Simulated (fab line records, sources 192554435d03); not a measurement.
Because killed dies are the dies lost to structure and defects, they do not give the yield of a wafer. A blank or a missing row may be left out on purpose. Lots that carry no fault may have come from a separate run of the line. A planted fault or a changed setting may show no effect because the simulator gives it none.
Split-lot study + flow n5 finfet + route with 1938 steps; 7 lots, 21 wafers read

== THE SPLIT ITSELF ==
At N5_SDB_ALD_29 (deposits SiNx, target thk 30 nm, pulse time 1 s, ald cycles 600), the setting ald cycles was moved away from the recipe's 600 on 4 of the 21 wafers read, by -11.7% to +8.5%. This setting was run at the recipe's value on the other wafers.

== FROM THE SPLIT TO THE READING: what the file shows between them, 5 steps ==
- N5_SDB_CMP_30: polishes, stops on poly-Si, t overpolish 1.54 s, target thk 30 nm
- N5_DUMMY_REMOVAL_HM_STRIP_01: strips SiNx in CH3F/O2, stops on poly-Si, target depth 4 nm, time 6.8 s
- N5_DUMMY_REMOVAL_STRIP_10: strips in N2/H2, time 40 s
- N5_DUMMY_REMOVAL_PRECLEAN_07: cleans in dHF, time 30 s
- N5_DUMMY_REMOVAL_DUMMY_REMOVE_02: chemistry TMAH, target poly-Si, stops on SiO2, target depth 142 nm, time 57 s, rinse time 30 s

== THE READING ==
SiNx_of_SDB_ALD_29.thk nm (the simulator's own value, which no gauge read), in nm, at N5_DUMMY_REMOVAL_PRECLEAN_08 (cleans in NF3:NH3, afs cycles 2, time 20 s, sublimation time 60 s). There is no usual value for it anywhere in the file. Here, 17 wafers ran the recipe; their average is 29.2 nm with a standard deviation of 0.12 nm.

| wafer  | tool, chamber at the split | ald cycles as run | against the recipe | SiNx_of_SDB_ALD_29.thk nm, nm | against lot-mates on the recipe |
|--------|----------------------------|-------------------|--------------------|-------------------------------|---------------------------------|
| L077.1 | ald sin-01, 1,2            | 600               | recipe             | 29.2                          | -                               |
| L077.2 | ald sin-01, 2              | 600               | recipe             | 29                            | -                               |
| L077.6 | ald sin-01, 1,2            | 600               | recipe             | 29                            | -                               |
| L081.1 | ald sin-01, 3              | 530               | -11.7%             | 25.8                          | -3.4                            |
| L081.3 | ald sin-01, 2,0            | 600               | recipe             | 29.2                          | -                               |
| L081.4 | ald sin-01, 2,0            | 600               | recipe             | 29.2                          | -                               |
| L084.1 | ald sin-01, 2,1            | 600               | recipe             | 29.2                          | -                               |
| L084.2 | ald sin-01, 2,1            | 600               | recipe             | 29.2                          | -                               |
| L084.5 | ald sin-01, 1              | 651               | +8.5%              | 30.8                          | +1.6                            |
| L085.1 | ald sin-04, 2              | 570               | -5.0%              | 27.8                          | -1.6                            |
| L085.3 | ald sin-04, 0              | 600               | recipe             | 29.4                          | -                               |
| L085.4 | ald sin-04, 1              | 570               | -5.0%              | 28                            | -1.4                            |
| L088.2 | ald sin-01, 1,2,3          | 600               | recipe             | 29.2                          | -                               |
| L088.5 | ald sin-01, 1,2,3          | 600               | recipe             | 29.2                          | -                               |
| L088.6 | ald sin-01, 1,2,3          | 600               | recipe             | 29.2                          | -                               |
| L096.1 | ald sin-04, 3,1            | 600               | recipe             | 29.4                          | -                               |
| L096.3 | ald sin-04, 0              | 600               | recipe             | 29.2                          | -                               |
| L096.4 | ald sin-04, 3,1            | 600               | recipe             | 29.2                          | -                               |
| L097.1 | ald sin-02, 2,3,3          | 600               | recipe             | 29                            | -                               |
| L097.3 | ald sin-02, 2,3,3          | 600               | recipe             | 29                            | -                               |
| L097.6 | ald sin-02, 2,3,3          | 600               | recipe             | 29                            | -                               |
When a row names more than one chamber, that row covers several wafers, and the file does not tell which wafer ran in which chamber.

THE FIT
A straight line over all 21 wafers: SiNx_of_SDB_ALD_29.thk nm changes by +0.252 nm for each +1% of ald cycles; r = +0.98; the points scatter about the line by 0.19 nm.
The same after taking each lot's own level away (the mean of its wafers on the recipe; 21 wafers): +0.261 nm for each +1%; r = +0.98; scatter 0.17 nm.
The reading moves by 3 nm for the largest change in ald cycles, on that fit.
The span of the lots' own levels, 29.00 to 29.40 nm, comes to 3.2 times the standard deviation stated above.
So the lot-to-lot level changes the slope little: the two slopes agree.
Check: with one of the wafers moved furthest among these (-11.7%) left out of the fit, the line predicts -2.77 nm for it against its lot-mates. Against them it came out at -3.4 nm.

== THE OTHER SPLITS THESE WAFERS WENT THROUGH ==
These wafers also went through other splits before the reading. Each is held against what the fit with the lots' levels taken away leaves over:
| other split on the same wafers          | wafers away from the commonest value | r with SiNx_of_SDB_ALD_29.thk nm (lot level and that fit taken away) |
|-----------------------------------------|--------------------------------------|----------------------------------------------------------------------|
| N5_ZERO_LAYER_EXPOSE_08 dose mj         | 5                                    | -0.08                                                                |
| N5_ZERO_LAYER_DEVELOP_10 develop time s | 5                                    | -0.23                                                                |
| N5_WELL_APT_COAT_02 spin rpm            | 10                                   | -0.17                                                                |
| N5_FIN_SAQP_PEB_14 peb time s           | 10                                   | -0.27                                                                |
| N5_FIN_SAQP_FIN_ETCH_36 bias w          | 6                                    | -0.40                                                                |
| N5_FIN_CUT_COAT_19 spin rpm             | 3                                    | +0.45                                                                |

== THE WHOLE CHAIN: every reading that the file lists as answering this split, in the file's order ==
| step                         | what it does                                                            | reading                                                                    | change (the file's fit)               | r (the file's) |
|------------------------------|-------------------------------------------------------------------------|----------------------------------------------------------------------------|---------------------------------------|----------------|
| N5_SDB_ALD_29                | deposits SiNx, target thk 30 nm, pulse time 1 s, ald cycles 600         | SiNx_of_SDB_ALD_29.thk nm (the simulator's own value, which no gauge read) | +0.3 nm for each +1% of the setting   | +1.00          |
| N5_DUMMY_REMOVAL_HM_STRIP_01 | strips SiNx in CH3F/O2, stops on poly-Si, target depth 4 nm, time 6.8 s | SiNx_of_SDB_ALD_29.thk nm (the simulator's own value, which no gauge read) | +0.268 nm for each +1% of the setting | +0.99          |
| N5_DUMMY_REMOVAL_PRECLEAN_08 | cleans in NF3:NH3, afs cycles 2, time 20 s, sublimation time 60 s       | SiNx_of_SDB_ALD_29.thk nm (the simulator's own value, which no gauge read) | +0.26 nm for each +1% of the setting  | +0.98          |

== FILE'S OWN FIT ==
SiNx_of_SDB_ALD_29.thk nm changes by +0.26 nm for each +1% of ald cycles, r = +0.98.
